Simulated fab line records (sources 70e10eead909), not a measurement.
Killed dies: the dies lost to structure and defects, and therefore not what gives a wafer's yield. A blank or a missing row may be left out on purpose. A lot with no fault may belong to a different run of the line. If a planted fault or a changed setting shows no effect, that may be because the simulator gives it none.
Problem report in the 8D (eight disciplines) form, filled by code | flow nandHarc | the parts of the form that need people (team, actions taken, sign-off) are left out

1. THE PROBLEM
On 2 wafers of 1 lot, runLengthS at NHARC_A_BONDPAD_ETCH_24 has a mean of 72.8 s; fault-free wafers read 94.2 s, standard deviation 0.45. That is -48 standard deviations from the usual mean.
The step: etches the open film in CF4/N2, target depth 30 nm, time 72.99 s.
The first sign was on wafer L127.2 at day 28 23:07, on rieDiel-07. The record has a number at this step for 38 wafers belonging to 13 lots. Rule for "out" (also "out of limits"): further than 4 standard deviations from the usual mean. Any other wafer with a number is counted as sound.

2. WHAT IT IS, WHAT IT ISN'T
question                    | is                     | is not
which readings at this step | runLengthS             | drypumpMotorCurrentA, oesProductAu, rfVppV, showerheadPlenumPTorr, throttleValvePct
which lots                  | L127                   | L112, L113, L114, L116, L119, L120, L121, L122, L123, L133, L134, L135
which wafers of those lots  | all that have a number | -
read on which tools         | rieDiel-07             | rieDiel-08, rieDiel-09
when                        | from day 28 23:07      | up to then (27 sound wafers); but 9 sound wafers of L133, L134, L135 came after

3. SUSPECTS, AND WHAT RULES EACH OUT
Counting: a tool stays on the suspect list if, at a process step up to the reading, it processed all lots that are out and no sound lot following the first of them.
- pecvd-04 at NHARC_A_M1_PRE_CLEAN_32 (time 12 s): ruled out as a lasting fault. After its first lot that is out, L127 (day 28 20:31), sound lots L133 ran on it.
- rieDiel-07 at NHARC_A_BONDPAD_STRIP_15 (strips in O2): ruled out as a lasting fault. After its first lot that is out, L127 (day 28 22:59), sound lots L135, L134 ran on it.
- rieDiel-07 at NHARC_A_BONDPAD_ETCH_24 (etches the open film in CF4/N2, target depth 30 nm, time 72.99 s): ruled out as a lasting fault. After its first lot that is out, L127 (day 28 23:07), sound lots L135, L134 ran on it.
Left after counting: nothing in the record.

4. THE CAUSE (what the simulator had put in)
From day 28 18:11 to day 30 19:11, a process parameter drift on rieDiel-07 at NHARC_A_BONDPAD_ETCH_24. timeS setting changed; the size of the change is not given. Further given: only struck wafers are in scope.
Counting ruled it out, wrongly.

5. THE EFFECT CHAIN, in route order
Rows list readings where the struck wafers' mean (over those with a number) sits beyond 3 standard deviations from the usual. Readings are gone through only where the record gives a usual standard deviation; hours: the median, over the lots, of the time from a lot's start at the first step in this table giving one to that lot's start at this step; sigmas: the change measured in usual standard deviations.
hours | step                    | reading    | usual  | on struck wafers | change | sigmas
0     | NHARC_A_BONDPAD_ETCH_24 | runLengthS | 94.2 s | 72.8             | -21.5  | -48
Its process steps:
- NHARC_A_BONDPAD_ETCH_24: etches the open film in CF4/N2, target depth 30 nm, time 72.99 s.

6. HOW IT WOULD HAVE BEEN CAUGHT EARLIER
In this record the first reading out of limits was taken at day 28 23:07, 5 hours after the fault began at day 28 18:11.
